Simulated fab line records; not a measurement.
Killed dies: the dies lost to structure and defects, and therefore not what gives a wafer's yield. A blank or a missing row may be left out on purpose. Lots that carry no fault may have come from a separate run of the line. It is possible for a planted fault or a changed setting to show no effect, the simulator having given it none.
Matching of chambers	flow n5-finfet	N5_WELL_APT_DESCUM_13 on rie-diel-02: 4 sister chambers
The step chemistry O2, time 7.9 s. 4 wafers are shown with their chamber, then 7 later ones without.

== EACH WAFER AND ITS CHAMBER ==
wafer	chamber	drypump-motor-current-A (A)
L085.2	0	6.2
L089.5	2	6.6
L090.2	1	5.8
L090.3	3	5.2

== WAFERS WHOSE CHAMBER IS MISSING ==
wafer	drypump-motor-current-A (A)
L090.5	6.6
L094.2	5.8
L094.3	5.2
L094.5	6.6
L097.3	6.1
L097.5	6.6
L097.6	5.2

== CHAMBER TAKEN BY EACH ==
wafer	from the rows above	in truth
L090.5	2	2
L094.2	1	1
L094.3	3	3
L094.5	2	2
L097.3	0	0
L097.5	2	2
L097.6	3	3
Correctly placed: 7 of 7. Number that these rows cannot place: 0. Number placed wrongly: 0.
How it was worked out, from the rows above alone: a wafer's distance from a chamber is the root of the sum, over the readings, of the square of ((its reading less the chamber's mean) divided by the reading's scatter). If the next closest chamber is less than 2 further off than the closest, the wafer can't be placed; otherwise it belongs to the closest. Each chamber's mean is taken over the wafers shown for it. The scatter: root of mean squared gap, hidden wafer to nearest shown wafer, with one shown wafer a chamber.
